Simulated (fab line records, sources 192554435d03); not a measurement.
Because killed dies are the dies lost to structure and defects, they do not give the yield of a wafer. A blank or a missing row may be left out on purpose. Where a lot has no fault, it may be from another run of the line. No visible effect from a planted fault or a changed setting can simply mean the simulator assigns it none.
Chamber matching + flow n5_finfet + N5_BEOL_M9_DESCUM_16 on rie_diel-06 has 4 sister chambers
The step chemistry O2, time 7.9 s. 14 wafers are shown with their chamber, then 7 later ones without.

## WAFERS PAIRED WITH THEIR CHAMBERS
| wafer  | chamber | throttle_valve_pct (%) | drypump_motor_current_A (A) | showerhead_plenum_p_Torr (Torr) |
|--------|---------|------------------------|-----------------------------|---------------------------------|
| L076.1 | 2       | 20.90                  | 6.2                         | 2.08                            |
| L076.4 | 3       | 20.67                  | 5.2                         | 2.15                            |
| L076.6 | 0       | 20.64                  | 5.7                         | 2.07                            |
| L079.3 | 1       | 20.07                  | 5.5                         | 2.09                            |
| L079.5 | 1       | 20.08                  | 5.5                         | 2.09                            |
| L079.6 | 0       | 20.65                  | 5.6                         | 2.07                            |
| L077.2 | 3       | 20.69                  | 5.3                         | 2.15                            |
| L077.5 | 1       | 20.09                  | 5.5                         | 2.09                            |
| L077.6 | 0       | 20.65                  | 5.6                         | 2.07                            |
| L084.1 | 1       | 20.10                  | 5.5                         | 2.08                            |
| L084.2 | 0       | 20.67                  | 5.6                         | 2.07                            |
| L084.3 | 3       | 20.71                  | 5.3                         | 2.14                            |
| L090.2 | 2       | 20.94                  | 6.2                         | 2.07                            |
| L090.4 | 0       | 20.68                  | 5.6                         | 2.07                            |

SIGNATURES, as means of the wafers listed above
| reading                  | chamber 0 | chamber 1 | chamber 2 | chamber 3 | scatter within a chamber |
|--------------------------|-----------|-----------|-----------|-----------|--------------------------|
| throttle_valve_pct       | 20.6580   | 20.0850   | 20.9200   | 20.6900   | 0.0178                   |
| drypump_motor_current_A  | 5.620     | 5.500     | 6.200     | 5.267     | 0.0383                   |
| showerhead_plenum_p_Torr | 2.0700    | 2.0875    | 2.0750    | 2.1467    | 0.00438                  |
Rule: a wafer's distance from a chamber is the root of the sum, over the readings, of the square of ((its reading less the chamber's mean) divided by the reading's scatter). The wafer belongs to the nearest chamber; if the next one is less than 2 further off, it can't be placed. The scatter: the root of (the sum of the squares of (reading less its chamber's mean) over the shown wafers, divided by (wafers less chambers)).

## WAFERS WHOSE CHAMBER IS MISSING
| wafer  | throttle_valve_pct (%) | drypump_motor_current_A (A) | showerhead_plenum_p_Torr (Torr) |
|--------|------------------------|-----------------------------|---------------------------------|
| L090.5 | 20.66                  | 5.7                         | 2.07                            |
| L091.1 | 20.93                  | 6.2                         | 2.07                            |
| L091.4 | 20.10                  | 5.5                         | 2.08                            |
| L091.6 | 20.12                  | 5.5                         | 2.08                            |
| L092.1 | 20.70                  | 5.2                         | 2.14                            |
| L092.4 | 20.94                  | 6.2                         | 2.07                            |
| L092.5 | 20.11                  | 5.5                         | 2.08                            |

## THE CHAMBER EACH PASSED THROUGH
| wafer  | from the rows above | in truth |
|--------|---------------------|----------|
| L090.5 | 0                   | 0        |
| L091.1 | 2                   | 2        |
| L091.4 | 1                   | 1        |
| L091.6 | 1                   | 1        |
| L092.1 | 3                   | 3        |
| L092.4 | 2                   | 2        |
| L092.5 | 1                   | 1        |
7 of 7 placed correctly. Left unplaced by these rows: 0. 0 placed wrongly.
